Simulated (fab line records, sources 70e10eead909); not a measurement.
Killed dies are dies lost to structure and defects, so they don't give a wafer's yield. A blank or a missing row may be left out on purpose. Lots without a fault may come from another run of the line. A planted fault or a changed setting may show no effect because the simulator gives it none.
fab line records | flow nand_harc
record lots=22 wafers=66 last_day=34
route steps=1302 shown A_CONTACT@1093 A_BLC@1121 A_M0@1148
lots that met no fault: from a run of the same line without faults
start_h: hours from the record's first day to the start of the lot's first wafer shown | wait_h: hours since the lot's step before | " the same as in the row above | L1.1+2: a row that stands for several wafers | - no value, or no start given | * or withheld: withheld | < > ~ a bound
route shown NAME@n: a module of which the file shows steps, and the number in the route of the first | usual: mean/standard deviation of fault-free wafers | same: alike in all rows | chamber/n: place in a boat | sites: the reading at each site | _std_site: their standard deviation | _edge_site: outer sites' mean less inner sites' | radius_mm: how far each site lies from the wafer's centre | mask NAME#n: copy n | behind: the tool/chamber that last shaped the wafer | hold: why the lot was held/for how many hours/how that ended | device: the transistor (n, p or np) that didn't switch | end of line: the same wafers' tests at the end of the route | a step without rows: its recipe alone | killed: dies lost to structure and defects at the first sort, not the wafer's yield | map: a wafer's dies, x killed, . not, _ none there
set.NAME: the setting as run; set.NAME@STEP: as run at that earlier step | model.NAME: the simulator's own value behind a step, which no gauge read
steps of the route over a sample of lots; a table a step, a row a wafer
services: from which hour (start_h, from the record's first day; less than 0 if before it) a tool's chamber was out of use, for how many hours, and why
## steps
# step NHARC_A_CONTACT_ETCH_98
# recipe target_depth_a=200 over_etch_frac=0.5 time_s=10 ion_energy_ev=250 c4f6_flow_sccm=25 o2_flow_sccm=20 ar_flow_sccm=500 rf_w=600 bias_w=500 chemistry=C4F6/O2
# usual chamber_pressure_mTorr=29.997/0.026 drypump_motor_current_A=6.11/0.26 oes_product_au=0.961/0.023 rf_vpp_V=548/4.4 showerhead_plenum_p_Torr=3.99/0.21 throttle_valve_pct=26.903/0.0097
# columns lot.wafer tool chamber start_h wait_h chamber_pressure_mTorr drypump_motor_current_A oes_product_au rf_hours_counter_h rf_vpp_V showerhead_plenum_p_Torr throttle_valve_pct
L075.4 rie_diel-02 1 - - 30.047 6.05 0.949 23 552 4.20 26.897
L075.1 " 3 " " 29.980 5.62 0.952 8 542 3.66 26.903
L075.3 " 0 " " 29.987 6.24 0.941 22 553 4.21 26.916
L074.2 rie_diel-02 0 525.74 0.1 29.996 6.24 0.938 23 553 4.21 26.894
L074.3 " 1 " " 29.966 6.05 0.938 24 552 4.20 26.900
L074.4 " 0 " " 29.969 6.21 0.937 - 553 4.21 26.906
L077.2 rie_diel-02 1 - - 29.975 6.01 0.948 30 552 4.19 26.900
L077.3 " 3 " " 30.001 5.59 0.974 13 541 3.66 26.905
L077.6 " 1 " " 29.993 6.01 0.943 - 552 4.19 26.906
L078.1 rie_diel-13 2 - - 29.978 6.27 0.943 6 551 4.19 26.899
L078.4 " 3 " " 30.004 6.06 0.948 7 544 3.70 26.907
L078.5 " 0 " " 29.967 6.49 0.935 - 543 3.72 26.905
L079.1 rie_diel-07 1 - - 30.019 5.74 0.992 35 542 3.68 26.904
L079.4 " 3 " " 29.993 6.14 0.992 37 550 4.10 26.905
L079.6 " 2 " " 29.987 5.91 0.988 - 545 3.86 26.907
L081.3 rie_diel-07 2 - - 29.995 5.95 1.006 13 546 3.85 26.892
L081.2 " 0 " " 30.001 6.09 0.954 42 552 4.20 26.908
L081.6 " 2 " " 29.979 5.91 1.012 - 546 3.85 26.892
L082.1 rie_diel-02 2 - - 29.994 6.39 0.958 6 550 4.06 26.893
L082.5 " 1 " " 30.020 6.03 0.948 - 551 4.19 26.911
L082.6 " 2 " " 29.965 6.37 0.959 - 550 4.06 26.903
L083.4 rie_diel-13 2 - - 29.943 6.26 0.959 22 552 4.18 26.910
L083.3 " 3 " " 30.012 6.13 0.967 23 542 3.69 26.906
L083.6 " 1 " " 29.993 6.45 0.979 - 549 4.03 26.895
L084.4 rie_diel-02 3 - - 29.983 5.60 0.960 8 542 3.66 26.901
L084.3 " 0 " " 30.009 6.22 0.944 8 551 4.20 26.894
L084.6 " 2 " " 30.023 6.40 0.954 - 550 4.06 26.888
L085.3 rie_diel-07 3 - - 30.006 6.20 0.945 56 550 4.09 26.881
L085.5 " 3 " " 30.013 6.17 0.937 - 551 4.09 26.894
L085.6 " 0 " " 30.015 6.11 0.950 - 552 4.19 26.930
L086.4 rie_diel-07 2 - - 30.007 5.97 0.938 30 546 3.84 26.906
L086.2 " 0 " " 29.963 6.05 0.950 62 553 4.19 26.909
L086.6 " 3 " " 30.008 6.13 0.936 - 550 4.08 26.901
L088.2 rie_diel-13 2 - - 29.988 6.25 1.004 38 552 4.17 26.902
L088.3 " 0 " " 30.014 6.45 1.006 39 541 3.70 26.902
L088.5 " 3 " " 30.021 6.09 0.992 - 542 3.68 26.914
L087.2 rie_diel-07 1 - - 30.072 5.73 0.950 58 542 3.67 26.911
L087.6 " 1 " " 29.983 5.72 0.944 - 541 3.67 26.897
L087.5 " 2 " " 29.989 5.93 0.943 - 546 3.84 26.896
L089.2 rie_diel-07 2 - - 30.022 5.98 0.995 30 545 3.84 26.901
L089.4 " 0 " " 30.006 6.09 0.996 63 553 4.19 26.900
L089.3 " 1 " " 30.007 5.74 0.995 58 542 3.67 26.890
L091.4 rie_diel-02 1 - - 30.028 6.04 0.941 17 552 4.18 26.902
L091.2 " 2 " " 30.007 6.41 0.968 16 550 4.06 26.904
L091.5 " 1 " " 29.959 6.05 0.948 - 552 4.18 26.903
L090.2 rie_diel-02 3 - - 30.003 5.60 1.011 17 541 3.65 26.890
L090.1 " 0 " " 30.008 6.22 0.999 18 552 4.20 26.902
L090.3 " 1 " " 29.946 6.05 1.001 17 552 4.18 26.902
L092.4 rie_diel-02 1 - - 30.022 6.02 0.954 21 552 4.18 26.904
L092.2 " 0 " " 30.010 6.27 0.974 23 553 4.19 26.905
L092.5 " 1 " " 29.985 6.01 0.949 - 551 4.18 26.892
L093.2 rie_diel-13 1 - - 29.935 6.42 1.008 53 549 4.02 26.905
L093.4 " 2 " " 30.006 6.27 1.008 52 552 4.16 26.902
L093.1 " 0 " " 29.991 6.49 0.995 55 544 3.69 26.912
L094.1 rie_diel-02 2 - - 29.967 6.39 0.936 26 550 4.05 26.899
L094.4 " 0 " " 29.973 6.22 0.952 27 553 4.19 26.904
L094.2 " 1 " " 29.962 6.03 0.941 26 552 4.17 26.912
L095.4 rie_diel-02 1 - - 29.991 6.04 0.947 26 550 4.17 26.909
L095.2 " 2 " " 29.980 6.38 0.957 26 550 4.05 26.903
L095.5 " 1 " " 30.027 6.06 0.946 - 552 4.17 26.904
L096.2 rie_diel-02 2 - - 30.008 6.37 0.946 26 549 4.05 26.891
L096.4 " 1 " " 29.956 6.02 0.950 26 552 4.17 26.892
L096.6 " 2 " " 29.983 6.41 0.941 - 549 4.05 26.893
L097.4 rie_diel-13 1 - - 29.988 6.46 0.945 14 549 4.01 26.896
L097.2 " 0 " " 30.012 6.48 0.949 13 542 3.68 26.904
L097.6 " 2 " " 30.025 6.27 0.942 - 551 4.15 26.907
# step NHARC_A_CONTACT_STRIP_26
# recipe o2_flow_sccm=500 ar_flow_sccm=0 bias_w=0 chemistry=O2
# usual chamber_pressure_mTorr=60.00/0.056 drypump_motor_current_A=6.15/0.25 oes_product_au=1.003/0.0072 rf_vpp_V=57.8/0.99 showerhead_plenum_p_Torr=3.56/0.2 throttle_valve_pct=17.038/0.0095
# columns lot.wafer tool chamber start_h wait_h chamber_pressure_mTorr drypump_motor_current_A oes_product_au rf_hours_counter_h rf_vpp_V showerhead_plenum_p_Torr throttle_valve_pct
L075.1 rie_diel-13 0 - - 60.02 6.48 0.992 51 57.4 3.34 17.033
L075.4 " 1 " " 59.98 6.41 1.011 51 56.9 3.65 17.043
L075.3 " 3 " " 60.01 6.07 1.008 53 58.0 3.33 17.031
L074.2 rie_diel-02 0 - - 59.91 6.24 0.994 23 56.6 3.79 17.030
L074.3 " 2 " " 60.10 6.38 1.016 23 58.8 3.66 17.010
L074.4 " 2 " " 60.05 6.37 1.012 - 57.9 3.66 17.042
L077.3 rie_diel-13 0 - - 60.01 6.48 1.002 7 56.4 3.34 17.021
L077.2 " 2 " " 59.95 6.26 0.999 6 58.4 3.77 17.040
L077.6 " 3 " " 60.07 6.04 0.991 - 57.7 3.32 17.049
L078.1 rie_diel-13 3 - - 60.03 6.11 0.992 7 56.9 3.32 17.033
L078.4 " 1 " " 59.96 6.39 0.999 6 58.1 3.64 17.059
L078.5 " 2 " " 59.92 6.25 0.998 - 58.9 3.77 17.056
L079.1 rie_diel-07 2 - - 59.93 5.98 0.996 6 58.0 3.47 17.021
L079.4 " 3 " " 60.03 6.16 0.996 38 57.3 3.69 17.040
L079.6 " 3 " " 60.08 6.18 0.990 - 58.8 3.69 17.046
L081.3 rie_diel-13 0 - - 59.99 6.44 1.006 19 56.8 3.33 17.034
L081.2 " 1 " " 60.03 6.41 1.010 17 58.8 3.63 17.052
L081.6 " 0 " " 59.99 6.47 1.008 - 56.0 3.33 17.039
L082.1 rie_diel-02 0 - - 59.98 6.24 1.014 7 57.8 3.79 17.042
L082.5 " 1 " " 60.06 6.05 1.005 - 58.1 3.77 17.041
L082.6 " 2 " " 59.98 6.37 1.022 - 57.7 3.66 17.053
L083.4 rie_diel-02 1 - - 59.99 6.02 0.999 6 59.0 3.77 17.045
L083.3 " 3 " " 60.08 5.61 1.005 7 57.9 3.28 17.051
L083.6 " 1 " " 60.02 6.05 1.008 - 59.4 3.77 17.038
L084.3 rie_diel-02 3 - - 59.97 5.62 1.014 8 56.9 3.28 17.033
L084.4 " 1 " " 60.01 6.05 1.005 7 57.8 3.77 17.055
L084.6 " 2 " " 59.97 6.38 1.004 - 57.6 3.66 17.043
L085.3 rie_diel-07 0 - - 59.99 6.12 0.997 53 59.5 3.78 17.037
L085.5 " 0 " " 60.00 6.14 1.002 - 57.8 3.78 17.027
L085.6 " 1 " " 60.05 5.74 1.000 - 56.6 3.30 17.030
L086.2 rie_diel-07 0 - - 59.91 6.08 1.002 63 59.3 3.77 17.045
L086.4 " 3 " " 59.95 6.14 1.010 64 57.9 3.67 17.042
L086.6 " 0 " " 59.98 6.08 0.997 - 58.1 3.77 17.040
L088.2 rie_diel-02 0 - - 59.98 6.21 1.002 15 58.5 3.78 17.041
L088.3 " 3 " " 59.93 5.65 1.006 14 57.0 3.28 17.032
L088.5 " 0 " " 60.07 6.20 1.016 - 58.8 3.78 17.027
L087.2 rie_diel-07 0 - - 60.08 6.12 1.008 63 60.1 3.77 17.036
L087.6 " 3 " " 59.95 6.13 0.997 - 57.0 3.67 17.038
L087.5 " 0 " " 60.05 6.13 1.013 - 58.3 3.77 17.021
L089.3 rie_diel-13 3 - - 59.95 6.11 0.997 39 57.8 3.31 17.060
L089.4 " 1 " " 60.00 6.40 0.997 39 57.6 3.62 17.038
L089.2 " 2 " " 59.94 6.25 0.994 38 59.0 3.75 17.045
L091.4 rie_diel-13 3 - - 60.09 6.09 0.995 43 57.0 3.30 17.056
L091.2 " 1 " " 59.92 6.44 0.996 43 57.5 3.62 17.023
L091.5 " 0 " " 59.94 6.44 1.001 - 56.4 3.32 17.042
L090.2 rie_diel-02 3 - - 60.00 5.62 1.010 17 57.2 3.28 17.040
L090.3 " 1 " " 60.01 6.02 0.996 17 57.7 3.76 17.044
L090.1 " 2 " " 59.97 6.42 1.007 17 57.5 3.65 17.054
L092.2 rie_diel-02 0 - - 60.00 6.23 1.011 23 56.9 3.78 17.041
L092.4 " 1 " " 60.03 6.01 1.002 21 59.0 3.76 17.043
L092.5 " 3 " " 60.02 5.61 1.014 - 55.9 3.28 17.042
L093.2 rie_diel-13 2 - - 60.06 6.28 0.995 52 58.3 3.75 17.031
L093.4 " 3 " " 60.01 6.07 1.007 54 58.0 3.30 17.031
L093.1 " 1 " " 60.04 6.42 1.006 53 58.3 3.61 17.036
L094.2 rie_diel-07 3 - - 60.01 6.15 1.002 22 58.9 3.66 17.021
L094.4 " 0 " " 60.15 6.07 0.995 20 58.8 3.76 17.034
L094.1 " 1 " " 60.06 5.72 1.000 20 57.1 3.28 17.041
L095.4 rie_diel-02 2 - - 59.99 6.38 1.013 26 58.8 3.64 17.038
L095.2 " 1 " " 60.02 6.02 1.003 26 58.0 3.76 17.047
L095.5 " 3 " " 59.99 5.61 1.014 - 56.7 3.27 17.043
L096.4 rie_diel-02 1 - - 60.03 6.01 0.999 26 58.3 3.76 17.036
L096.2 " 0 " " 59.93 6.23 1.004 27 57.4 3.78 17.029
L096.6 " 2 " " 59.97 6.42 1.011 - 57.0 3.64 17.037
L097.2 rie_diel-13 3 - - 60.01 6.05 1.009 14 57.5 3.29 17.027
L097.4 " 1 " " 60.00 6.44 0.996 14 57.7 3.61 17.036
L097.6 " 3 " " 60.00 6.07 1.008 - 57.0 3.29 17.045
# step NHARC_A_BLC_ETCH_16
# recipe target_depth_a=390 over_etch_frac=0.3 time_s=65 ion_energy_ev=80 cf4_flow_sccm=150 ar_flow_sccm=0 rf_w=300 bias_w=100 chemistry=CF4
# usual chamber_pressure_mTorr=50.00/0.047 drypump_motor_current_A=5.6/0.41 oes_product_au=0.999/0.0069 rf_vpp_V=151.2/1.3 showerhead_plenum_p_Torr=1.75/0.082 throttle_valve_pct=13.285/0.0092
# columns lot.wafer tool chamber start_h wait_h chamber_pressure_mTorr drypump_motor_current_A oes_product_au rf_hours_counter_h rf_vpp_V showerhead_plenum_p_Torr throttle_valve_pct
L075.1 rie_diel-01 2 517.22 0.1 50.04 5.7 0.996 11 153.1 1.82 13.290
L075.4 " 3 " " 50.05 5.3 0.992 10 150.1 1.66 13.283
L075.3 " 0 " " 50.10 5.6 0.995 10 153.5 1.88 13.277
L074.2 rie_diel-01 2 529.18 0.1 50.05 5.7 0.998 12 152.7 1.82 13.281
L074.3 " 0 " " 50.05 5.6 0.998 11 152.8 1.88 13.295
L074.4 " 0 " " 50.00 5.6 1.001 - 152.7 1.88 13.289
L077.2 rie_diel-03 0 558.32 0.1 49.97 4.9 1.000 6 150.8 1.70 13.269
L077.3 " 2 " " 50.04 6.0 0.994 4 149.0 1.68 13.291
L077.6 " 1 " " 49.98 6.1 0.997 - 150.5 1.65 13.280
L078.1 rie_diel-03 0 559.69 0.1 49.96 4.9 0.995 6 151.6 1.70 13.289
L078.4 " 1 " " 50.05 6.1 0.997 6 149.4 1.65 13.268
L078.5 " 3 " " 50.05 6.0 0.986 - 153.7 1.85 13.297
L079.4 rie_diel-03 1 577.25 0.1 50.08 6.1 0.993 8 150.3 1.65 13.281
L079.1 " 2 " " 49.95 5.9 0.995 6 151.9 1.68 13.297
L079.6 " 0 " " 49.95 4.9 1.002 - 151.4 1.70 13.269
L081.2 rie_diel-03 0 590.77 0.1 50.02 5.0 1.018 9 150.1 1.70 13.297
L081.3 " 2 " " 50.05 6.0 1.002 8 150.4 1.68 13.284
L081.6 " 1 " " 50.01 6.1 0.991 - 148.9 1.65 13.274
L082.1 rie_diel-03 3 609.62 0.1 50.02 6.0 1.003 9 152.5 1.85 13.285
L082.5 " 0 " " 50.02 4.9 1.011 - 151.8 1.70 13.286
L082.6 " 1 " " 50.04 6.1 0.993 - 150.5 1.65 13.271
L083.3 rie_diel-01 0 610.34 0.1 49.96 5.6 0.996 4 151.9 1.88 13.280
L083.4 " 1 " " 49.95 5.3 0.998 3 152.7 1.77 13.285
L083.6 " 1 " " 50.02 5.3 1.005 - 151.4 1.77 13.286
L084.3 rie_diel-03 0 612.82 0.1 50.03 4.9 0.996 11 150.5 1.70 13.281
L084.6 " 0 " " 50.05 4.9 1.001 - 149.6 1.70 13.279
L084.4 " 3 " " 50.01 6.0 0.994 - 152.6 1.85 13.286
L085.3 rie_diel-03 1 627.87 0.1 49.96 6.1 0.997 13 149.2 1.65 13.280
L085.6 " 0 " " 50.02 5.0 0.998 - 150.2 1.70 13.280
L085.5 " 1 " " 50.01 6.1 1.007 - 150.2 1.65 13.276
L086.4 rie_diel-03 3 647.91 0.1 49.94 6.0 0.987 0 152.8 1.85 13.285
L086.2 " 1 " " 50.06 6.1 0.999 0 150.7 1.65 13.281
L086.6 " 0 " " 50.00 5.0 0.994 - 149.2 1.69 13.278
L088.2 rie_diel-01 2 649.48 0.1 50.06 5.7 1.006 7 152.1 1.82 13.290
L088.3 " 0 " " 49.97 5.6 1.006 8 154.7 1.88 13.278
L088.5 " 1 " " 50.08 5.4 1.000 - 150.5 1.77 13.285
L087.2 rie_diel-05 3 650.04 0.1 50.00 5.5 0.995 21 150.9 1.72 13.278
L087.6 " 0 " " 49.92 6.2 1.002 - 151.7 1.81 13.282
L087.5 " 1 " " 50.03 5.5 0.992 - 153.1 1.84 13.272
L089.2 rie_diel-05 2 651.11 0.1 50.00 5.3 1.008 13 151.9 1.80 13.295
L089.4 " 0 " " 49.95 6.2 1.012 22 151.0 1.81 13.292
L089.3 " 1 " " 50.01 5.5 1.009 20 151.6 1.84 13.290
L091.2 rie_diel-03 3 664.73 0.1 50.02 6.0 1.000 1 151.6 1.85 13.289
L091.4 " 1 " " 49.82 6.1 1.006 2 148.4 1.65 13.282
L091.5 " 3 " " 49.98 6.0 0.996 - 151.0 1.85 13.275
L090.2 rie_diel-01 3 669.39 0.1 50.00 5.3 0.996 9 149.2 1.65 13.268
L090.3 " 0 " " 49.99 5.6 0.996 9 151.3 1.88 13.282
L090.1 " 1 " " 49.95 5.4 1.012 9 150.2 1.77 13.274
L092.2 rie_diel-05 3 695.58 0.1 49.99 5.5 0.999 34 150.3 1.72 13.285
L092.4 " 1 " " 50.00 5.5 0.997 34 153.3 1.84 13.297
L092.5 " 2 " " 50.01 5.3 0.998 - 151.4 1.80 13.282
L093.4 rie_diel-03 2 696.30 0.1 50.04 6.0 1.003 3 150.9 1.68 13.303
L093.2 " 3 " " 50.06 6.0 1.001 3 153.3 1.84 13.283
L093.1 " 1 " " 49.96 6.1 0.996 4 150.2 1.65 13.278
L094.1 rie_diel-01 1 720.65 0.1 50.01 5.3 0.995 13 151.0 1.77 13.269
L094.2 " 2 " " 50.00 5.7 1.006 12 150.3 1.82 13.294
L094.4 " 0 " " 49.91 5.6 0.989 - 151.6 1.88 13.280
L095.2 rie_diel-01 3 724.26 0.1 49.99 5.3 0.996 13 149.3 1.65 13.298
L095.4 " 0 " " 49.99 5.6 1.009 14 152.3 1.88 13.289
L095.5 " 3 " " 50.02 5.3 0.996 - 149.0 1.65 13.283
L096.4 rie_diel-03 2 725.20 0.1 50.09 6.0 0.998 4 150.3 1.68 13.275
L096.2 " 1 " " 49.98 6.1 0.984 5 150.3 1.65 13.282
L096.6 " 2 " " 50.02 5.9 0.985 - 149.7 1.68 13.282
L097.4 rie_diel-03 0 754.14 0.1 50.00 4.9 0.999 6 149.8 1.69 13.267
L097.2 " 1 " " 49.98 6.1 0.991 7 151.5 1.64 13.280
L097.6 " 0 " " 49.95 5.0 1.008 - 149.9 1.69 13.296
# step NHARC_A_BLC_INSPECT_28
# usual raw_defect_count=515/150
# columns lot.wafer tool chamber start_h wait_h raw_defect_count
L075.1 defect_inspect-01 - 520.08 0.1 353
L075.3 " - " " 377
L075.4 " - " " 461
L074.2 defect_inspect-02 - 532.39 0.1 425
L074.3 " - " " 407
L074.4 " - " " 478
L077.2 defect_inspect-01 - 561.17 0.1 372
L077.3 " - " " 504
L077.6 " - " " 546
L078.1 defect_inspect-01 - 562.53 0.1 487
L078.4 " - " " 530
L078.5 " - " " 424
L079.1 defect_inspect-02 - 580.10 0.1 637
L079.4 " - " " 499
L079.6 " - " " 507
L081.2 defect_inspect-02 - 593.64 0.1 645
L081.3 " - " " 422
L081.6 " - " " 500
L082.1 defect_inspect-01 - 612.65 0.1 820
L082.5 " - " " 605
L082.6 " - " " 563
L083.3 defect_inspect-01 - 613.27 0.1 429
L083.4 " - " " 435
L083.6 " - " " 506
L084.3 defect_inspect-02 - 615.84 0.1 910
L084.4 " - " " 726
L084.6 " - " " 526
L085.3 defect_inspect-02 - 630.79 0.1 1087
L085.5 " - " " 768
L085.6 " - " " 922
L086.2 defect_inspect-01 - 650.79 0.1 361
L086.4 " - " " 286
L086.6 " - " " 397
L088.2 defect_inspect-02 - 652.37 0.1 599
L088.3 " - " " 651
L088.5 " - " " 588
L087.2 defect_inspect-02 - 652.93 0.1 324
L087.5 " - " " 299
L087.6 " - " " 326
L089.2 defect_inspect-02 - 654.01 0.1 494
L089.3 " - " " 621
L089.4 " - " " 550
L091.2 defect_inspect-02 - 667.60 0.1 738
L091.4 " - " " 600
L091.5 " - " " 812
L090.1 defect_inspect-01 - 672.24 0.1 441
L090.2 " - " " 441
L090.3 " - " " 424
L092.2 defect_inspect-02 - 698.43 0.1 399
L092.4 " - " " 395
L092.5 " - " " 363
L093.1 defect_inspect-02 - 699.15 0.1 419
L093.2 " - " " 575
L093.4 " - " " 469
L094.1 defect_inspect-02 - 723.67 0.1 536
L094.2 " - " " 415
L094.4 " - " " 593
L095.2 defect_inspect-01 - 727.11 0.1 530
L095.4 " - " " 611
L095.5 " - " " 648
L096.2 defect_inspect-02 - 728.06 0.1 274
L096.4 " - " " 355
L096.6 " - " " 313
L097.2 defect_inspect-01 - 756.99 0.1 504
L097.4 " - " " 632
L097.6 " - " " 472
# step NHARC_A_M0_OVL_MEAS_10
# recipe pitch_nm=160
# usual overlay_x_nm=0.0/0.95 overlay_y_nm=0.0/0.86
# columns lot.wafer tool chamber start_h wait_h overlay_x_nm overlay_y_nm
L075.1 overlay-01 - 521.06 - 0.6 0.4
L075.3 " - " " 0.6 0.2
L075.4 " - " " 1.1 0.2
L074.2 overlay-01 - 533.38 - 1.0 1.6
L074.3 " - " " 0.3 1.4
L074.4 " - " " 0.5 1.8
L077.2 overlay-01 - 562.04 - -0.8 -1.2
L077.3 " - " " -0.5 -0.4
L077.6 " - " " -0.3 -1.2
L078.1 overlay-02 - 563.40 - 1.6 0.2
L078.4 " - " " 1.2 0.2
L078.5 " - " " 1.3 0.3
L079.1 overlay-02 - 581.09 - 0.8 0.8
L079.4 " - " " 0.6 0.6
L079.6 " - " " 0.5 0.2
L081.2 overlay-02 - 594.62 - -0.7 0.3
L081.3 " - " " -0.9 -0.2
L081.6 " - " " -0.1 -0.5
L082.1 overlay-02 - 613.52 - -0.4 0.9
L082.5 " - " " -0.2 0.6
L082.6 " - " " -0.3 1.3
L083.3 overlay-02 - 614.14 - -1.0 -0.4
L083.4 " - " " -0.8 0.2
L083.6 " - " " -1.1 -0.3
L084.3 overlay-02 - 616.70 - 0.3 -0.6
L084.4 " - " " 0.9 -0.9
L084.6 " - " " 0.2 -0.6
L085.3 overlay-02 - 631.66 - 0.0 0.3
L085.5 " - " " 0.4 0.7
L085.6 " - " " 0.1 0.2
L086.2 overlay-01 - 651.78 - 1.0 0.7
L086.4 " - " " 1.3 0.6
L086.6 " - " " 1.2 0.4
L088.2 overlay-01 - 653.36 - -1.5 2.0
L088.3 " - " " -1.4 1.7
L088.5 " - " " -1.2 2.0
L087.2 overlay-02 - 653.92 - -0.7 -2.2
L087.5 " - " " -0.5 -1.4
L087.6 " - " " -1.0 -0.8
L089.2 overlay-02 - 655.01 - -1.3 -0.6
L089.3 " - " " -1.1 -0.4
L089.4 " - " " -1.4 0.0
L091.2 overlay-01 - 668.59 - -0.6 -0.9
L091.4 " - " " -0.5 -0.9
L091.5 " - " " 0.4 -0.2
L090.1 overlay-01 - 673.22 - 0.6 -0.4
L090.2 " - " " 0.8 -0.7
L090.3 " - " " 0.9 0.1
L092.2 overlay-02 - 699.42 - -1.4 -1.0
L092.4 " - " " -1.3 -1.0
L092.5 " - " " -1.0 -1.7
L093.1 overlay-02 - 700.02 - 2.1 0.2
L093.2 " - " " 1.6 -0.1
L093.4 " - " " 1.4 -0.1
L094.1 overlay-02 - 724.66 - 1.0 0.3
L094.2 " - " " 1.3 -0.1
L094.4 " - " " 0.8 0.3
L095.2 overlay-01 - 727.98 - 0.5 -0.9
L095.4 " - " " 1.4 -0.7
L095.5 " - " " 0.9 0.2
L096.2 overlay-01 - 729.05 - -1.7 0.0
L096.4 " - " " -1.8 0.1
L096.6 " - " " -1.5 0.5
L097.2 overlay-02 - 757.98 - 0.2 -0.3
L097.4 " - " " 0.1 -0.2
L097.6 " - " " 0.0 0.5
# step NHARC_A_M0_ETCH_15
# recipe target_depth_a=1500 overetch_a=150 time_s=82.5 c4f8_flow_sccm=withheld ar_flow_sccm=400 rf_w=600 bias_w=300 chemistry=C4F8/Ar
# usual chamber_pressure_mTorr=25.001/0.022 oes_product_au=0.953/0.021 rf_vpp_V=440.7/2.7
# columns lot.wafer tool chamber start_h wait_h chamber_pressure_mTorr oes_product_au rf_hours_counter_h rf_vpp_V
L075.3 rie_diel-08 3 - - 24.993 0.982 7.4 440.7
L075.4 " 0 " " 25.051 0.983 7.7 445.5
L075.1 " 1 " " 25.010 0.978 6.5 438.6
L074.2 rie_diel-11 2 - - 25.031 0.930 4.1 437.8
L074.3 " 3 " " 25.021 0.933 4.1 439.1
L074.4 " 3 " " 25.027 0.934 - 438.5
L077.3 rie_diel-04 2 - - 25.020 0.965 1.1 442.8
L077.2 " 1 " " 24.997 0.962 1.3 440.1
L077.6 " 3 " " 24.994 0.977 - 442.0
L078.1 rie_diel-04 2 - - 25.019 0.977 1.2 442.8
L078.4 " 1 " " 25.018 0.972 1.3 441.6
L078.5 " 3 " " 25.013 0.961 - 442.9
L079.1 rie_diel-11 1 - - 24.956 0.932 4.7 444.3
L079.4 " 3 " " 24.971 0.926 5.6 440.0
L079.6 " 1 " " 25.024 0.936 - 446.0
L081.2 rie_diel-04 2 - - 25.007 0.956 3.2 442.4
L081.3 " 1 " " 24.995 0.951 3.4 439.6
L081.6 " 3 " " 25.009 0.952 - 443.6
L082.1 rie_diel-08 0 - - 24.991 0.971 2.9 445.0
L082.6 " 0 " " 25.015 0.959 - 445.9
L082.5 " 1 " " 24.967 0.977 - 438.7
L083.4 rie_diel-08 0 - - 25.013 0.953 3.0 444.1
L083.3 " 1 " " 24.938 0.963 1.9 440.1
L083.6 " 3 " " 24.948 0.968 - 441.5
L084.4 rie_diel-04 3 - - 24.984 0.934 4.2 443.4
L084.3 " 0 " " 25.006 0.942 4.4 438.3
L084.6 " 2 " " 24.991 0.956 - 442.1
L085.3 rie_diel-11 1 - - 24.974 0.968 0.1 445.7
L085.6 " 0 " " 25.029 0.955 - 439.8
L085.5 " 1 " " 24.997 0.955 - 445.5
L086.2 rie_diel-11 3 - - 24.993 0.975 1.7 439.0
L086.4 " 0 " " 25.001 0.971 1.8 438.9
L086.6 " 3 " " 25.010 0.968 - 438.0
L088.3 rie_diel-08 3 - - 24.983 0.919 6.0 441.5
L088.2 " 0 " " 24.997 0.919 5.3 443.9
L088.5 " 1 " " 24.980 0.930 - 438.7
L087.2 rie_diel-04 2 - - 24.993 0.927 5.7 443.6
L087.6 " 3 " " 25.000 0.924 - 442.8
L087.5 " 0 " " 24.987 0.931 - 438.3
L089.2 rie_diel-08 2 - - 24.992 0.922 5.0 438.9
L089.3 " 0 " " 24.980 0.916 5.4 444.4
L089.4 " 1 " " 25.022 0.913 4.3 438.0
L091.2 rie_diel-11 3 - - 25.022 0.931 2.2 439.3
L091.4 " 1 " " 25.018 0.935 1.9 443.9
L091.5 " 3 " " 25.000 0.927 - 438.8
L090.3 rie_diel-11 2 - - 25.016 0.961 1.9 437.4
L090.2 " 3 " " 24.972 0.970 2.3 438.6
L090.1 " 0 " " 25.003 0.961 2.4 440.0
L092.2 rie_diel-04 0 - - 25.004 0.953 8.4 438.9
L092.4 " 1 " " 25.029 0.949 8.5 440.4
L092.5 " 3 " " 24.994 0.963 - 443.3
L093.1 rie_diel-08 1 - - 25.016 0.916 5.9 438.2
L093.4 " 2 " " 25.020 0.929 6.6 439.2
L093.2 " 3 " " 24.999 0.926 8.6 440.9
L094.4 rie_diel-04 1 - - 24.956 0.964 0.1 439.1
L094.2 " 3 " " 24.961 0.977 0.1 444.3
L094.1 " 0 " " 25.016 0.983 0.1 438.1
L095.4 rie_diel-11 1 - - 25.019 0.984 5.4 445.6
L095.2 " 2 " " 24.999 0.982 5.6 437.2
L095.5 " 0 " " 24.963 0.964 - 439.4
L096.4 rie_diel-11 1 - - 24.985 0.941 5.5 445.2
L096.2 " 3 " " 24.950 0.941 6.0 439.4
L096.6 " 1 " " 25.022 0.937 - 444.9
L097.2 rie_diel-08 1 - - 24.992 0.946 2.4 437.3
L097.4 " 3 " " 24.996 0.951 2.7 441.6
L097.6 " 2 " " 25.022 0.973 - 438.8
## services
# columns tool chamber start_h hours kind
rie_diel-07 1 497.00 2.0 repair
rie_diel-07 2 505.24 65.9 repair
rie_diel-11 - 508.07 0.5 repair
rie_diel-02 3 520.28 9.4 repair
rie_diel-13 - 521.21 9.0 pm
rie_diel-11 0 533.08 5.3 repair
rie_diel-11 0 549.59 11.6 repair
rie_diel-02 - 570.70 9.0 pm
rie_diel-03 2 592.18 1.6 repair
rie_diel-13 - 597.85 0.8 repair
rie_diel-03 2 607.95 13.0 repair
rie_diel-11 - 609.52 9.0 pm
rie_diel-07 0 619.56 4.4 repair
rie_diel-02 3 633.45 5.0 repair
rie_diel-03 - 635.30 9.0 pm
rie_diel-07 - 648.39 9.0 pm
rie_diel-03 - 649.15 0.6 repair
rie_diel-03 0 652.75 2.9 repair
rie_diel-02 - 668.68 1.2 repair
rie_diel-07 - 674.05 0.3 repair
rie_diel-07 0 691.05 7.6 repair
rie_diel-13 - 698.21 9.0 pm
rie_diel-03 1 703.60 4.1 repair
rie_diel-02 - 747.70 9.0 pm
## key
fault none
